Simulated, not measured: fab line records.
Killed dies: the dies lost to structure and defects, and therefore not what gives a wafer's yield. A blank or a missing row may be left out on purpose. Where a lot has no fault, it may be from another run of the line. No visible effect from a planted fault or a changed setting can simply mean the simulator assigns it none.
Split-lot trial || flow n5Finfet || 21 wafers read across 7 lots, on a route 1938 steps long

ABOUT THE SPLIT
At N5_WELL_APT_COAT_02 (resist thk 950 nm), the setting spinRpm was moved away from the recipe's 1357 rpm on 10 of the 21 wafers read, by -9.7% to +4.3%. For the rest of the wafers, this setting stayed at what the recipe calls for.

The reading is taken at the split's own step.

THE READING
coat_of_WELL_APT_COAT_02.thkNm (the simulator's own value, which no gauge read), in nm, at N5_WELL_APT_COAT_02 (resist thk 950 nm). There is no usual value for it anywhere in the file. Here, 11 wafers ran the recipe; their average is 951.0 nm with a standard deviation of 2.9 nm.

{"wafer": "L074.1", "tool, chamber at the split": "lithoTrack-04, 0", "spinRpm as run, rpm": 1357, "against the recipe": "recipe", "coat_of_WELL_APT_COAT_02.thkNm, nm": 949.4, "against lot-mates on the recipe": "-"}
{"wafer": "L074.4", "tool, chamber at the split": "lithoTrack-04, 0", "spinRpm as run, rpm": 1357, "against the recipe": "recipe", "coat_of_WELL_APT_COAT_02.thkNm, nm": 949, "against lot-mates on the recipe": "-"}
{"wafer": "L074.5", "tool, chamber at the split": "lithoTrack-04, 0", "spinRpm as run, rpm": 1357, "against the recipe": "recipe", "coat_of_WELL_APT_COAT_02.thkNm, nm": 950.3, "against lot-mates on the recipe": "-"}
{"wafer": "L077.1", "tool, chamber at the split": "lithoTrack-02, 0", "spinRpm as run, rpm": 1307, "against the recipe": "-3.7%", "coat_of_WELL_APT_COAT_02.thkNm, nm": 971.2, "against lot-mates on the recipe": "+16.0"}
{"wafer": "L077.3", "tool, chamber at the split": "lithoTrack-02, 0", "spinRpm as run, rpm": 1307, "against the recipe": "-3.7%", "coat_of_WELL_APT_COAT_02.thkNm, nm": 973.2, "against lot-mates on the recipe": "+18.0"}
{"wafer": "L077.5", "tool, chamber at the split": "lithoTrack-02, 0", "spinRpm as run, rpm": 1357, "against the recipe": "recipe", "coat_of_WELL_APT_COAT_02.thkNm, nm": 955.2, "against lot-mates on the recipe": "-"}
{"wafer": "L079.2", "tool, chamber at the split": "lithoTrack-02, 0", "spinRpm as run, rpm": 1357, "against the recipe": "recipe", "coat_of_WELL_APT_COAT_02.thkNm, nm": 950.8, "against lot-mates on the recipe": "-"}
{"wafer": "L079.4", "tool, chamber at the split": "lithoTrack-02, 0", "spinRpm as run, rpm": 1357, "against the recipe": "recipe", "coat_of_WELL_APT_COAT_02.thkNm, nm": 952.5, "against lot-mates on the recipe": "-"}
{"wafer": "L079.6", "tool, chamber at the split": "lithoTrack-02, 0", "spinRpm as run, rpm": 1357, "against the recipe": "recipe", "coat_of_WELL_APT_COAT_02.thkNm, nm": 949.9, "against lot-mates on the recipe": "-"}
{"wafer": "L080.2", "tool, chamber at the split": "lithoTrack-04, 0", "spinRpm as run, rpm": 1415, "against the recipe": "+4.3%", "coat_of_WELL_APT_COAT_02.thkNm, nm": 935.8, "against lot-mates on the recipe": "no lot-mate on the recipe"}
{"wafer": "L080.4", "tool, chamber at the split": "lithoTrack-04, 0", "spinRpm as run, rpm": 1415, "against the recipe": "+4.3%", "coat_of_WELL_APT_COAT_02.thkNm, nm": 936.3, "against lot-mates on the recipe": "no lot-mate on the recipe"}
{"wafer": "L080.5", "tool, chamber at the split": "lithoTrack-04, 0", "spinRpm as run, rpm": 1415, "against the recipe": "+4.3%", "coat_of_WELL_APT_COAT_02.thkNm, nm": 931.4, "against lot-mates on the recipe": "no lot-mate on the recipe"}
{"wafer": "L083.1", "tool, chamber at the split": "lithoTrack-01, 0", "spinRpm as run, rpm": 1235, "against the recipe": "-9.0%", "coat_of_WELL_APT_COAT_02.thkNm, nm": 994.9, "against lot-mates on the recipe": "+47.9"}
{"wafer": "L083.4", "tool, chamber at the split": "lithoTrack-01, 0", "spinRpm as run, rpm": 1357, "against the recipe": "recipe", "coat_of_WELL_APT_COAT_02.thkNm, nm": 947, "against lot-mates on the recipe": "-"}
{"wafer": "L083.6", "tool, chamber at the split": "lithoTrack-01, 0", "spinRpm as run, rpm": 1235, "against the recipe": "-9.0%", "coat_of_WELL_APT_COAT_02.thkNm, nm": 989.5, "against lot-mates on the recipe": "+42.5"}
{"wafer": "L094.1", "tool, chamber at the split": "lithoTrack-01, 0", "spinRpm as run, rpm": 1357, "against the recipe": "recipe", "coat_of_WELL_APT_COAT_02.thkNm, nm": 946.8, "against lot-mates on the recipe": "-"}
{"wafer": "L094.3", "tool, chamber at the split": "lithoTrack-01, 0", "spinRpm as run, rpm": 1226, "against the recipe": "-9.7%", "coat_of_WELL_APT_COAT_02.thkNm, nm": 998.8, "against lot-mates on the recipe": "+48.2"}
{"wafer": "L094.6", "tool, chamber at the split": "lithoTrack-01, 0", "spinRpm as run, rpm": 1357, "against the recipe": "recipe", "coat_of_WELL_APT_COAT_02.thkNm, nm": 954.4, "against lot-mates on the recipe": "-"}
{"wafer": "L095.2", "tool, chamber at the split": "lithoTrack-02, 0", "spinRpm as run, rpm": 1319, "against the recipe": "-2.8%", "coat_of_WELL_APT_COAT_02.thkNm, nm": 967.9, "against lot-mates on the recipe": "+12.6"}
{"wafer": "L095.3", "tool, chamber at the split": "lithoTrack-02, 0", "spinRpm as run, rpm": 1319, "against the recipe": "-2.8%", "coat_of_WELL_APT_COAT_02.thkNm, nm": 968.1, "against lot-mates on the recipe": "+12.8"}
{"wafer": "L095.5", "tool, chamber at the split": "lithoTrack-02, 0", "spinRpm as run, rpm": 1357, "against the recipe": "recipe", "coat_of_WELL_APT_COAT_02.thkNm, nm": 955.3, "against lot-mates on the recipe": "-"}

FIT RESULTS
A straight line over all 21 wafers: coat_of_WELL_APT_COAT_02.thkNm changes by -4.62 nm for each +1% of spinRpm; r = -0.99; the points scatter about the line by 3.2 nm.
The same after taking each lot's own level away (the mean of its wafers on the recipe; 18 wafers): -4.99 nm for each +1%; r = -0.99; scatter 1.9 nm.
Per that fit: largest spinRpm move, reading shift of 48 nm.
Across the lots, their own levels run from 947.00 to 955.30 nm, a range of 2.9 times the standard deviation given above.
So the lot-to-lot level changes the slope little: the two slopes agree.
Check: with one of the wafers moved furthest among these (-9.7%) left out of the fit, the line predicts +47.7 nm for it against its lot-mates. It came out at +48.2 nm against them.

FURTHER SPLITS ON THESE WAFERS
Before the reading, these wafers also passed through other splits. Each is held against what the fit with the lots' levels taken away leaves over:
{"other split on the same wafers": "N5_ZERO_LAYER_ETCH_18 icpW", "wafers away from the commonest value": 8, "r with coat_of_WELL_APT_COAT_02.thkNm (lot level and that fit taken away)": -0.16}

THE FILE'S OWN FIT
coat_of_WELL_APT_COAT_02.thkNm changes by -4.96 nm for each +1% of spinRpm, r = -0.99.
